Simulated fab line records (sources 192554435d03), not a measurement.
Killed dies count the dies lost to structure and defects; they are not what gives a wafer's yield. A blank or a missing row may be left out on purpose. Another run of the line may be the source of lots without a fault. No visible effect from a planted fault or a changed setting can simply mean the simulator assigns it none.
Chamber matching	flow n5_finfet	N5_BEOL_M0_SAQP_PECVD_03 on pecvd-03: 3 sister chambers
The step deposits SiCN from 3MS/NH3, target thk 12 nm, time 21.1 s. 3 wafers are shown with their chamber, then 8 later ones without.

== WAFERS, EACH WITH ITS CHAMBER ==
wafer	chamber	showerhead_vpp_V (V)
L087.4	2	916
L091.6	0	904
L092.2	1	875

== WAFERS WITHOUT THEIR CHAMBER ==
wafer	showerhead_vpp_V (V)
L092.4	917
L092.5	861
L094.1	931
L094.4	897
L094.5	928
L096.2	902
L096.3	921
L096.5	877

== WHICH CHAMBER EACH WENT THROUGH ==
wafer	from the rows above	in truth
L092.4	can't be placed: 2 or 0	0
L092.5	1	1
L094.1	can't be placed: 2 or 0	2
L094.4	can't be placed: 0 or 2 or 1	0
L094.5	can't be placed: 2 or 0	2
L096.2	can't be placed: 0 or 2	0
L096.3	can't be placed: 2 or 0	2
L096.5	1	1
Correctly placed: 2 of 8. Unplaceable from these rows: 6, with the true chamber sitting among the candidates in 6. 0 placed wrongly.
How it was worked out, from the rows above alone: a wafer's distance from a chamber is the root of the sum, over the readings, of the square of ((its reading less the chamber's mean) divided by the reading's scatter). If the next closest chamber is less than 2 further off than the closest, the wafer can't be placed; otherwise it belongs to the closest. For every chamber, the mean is computed from those of its wafers that are shown. The scatter (one wafer shown for each chamber): square how far every hidden wafer sits from the nearest shown wafer, average those squares and take the square root.
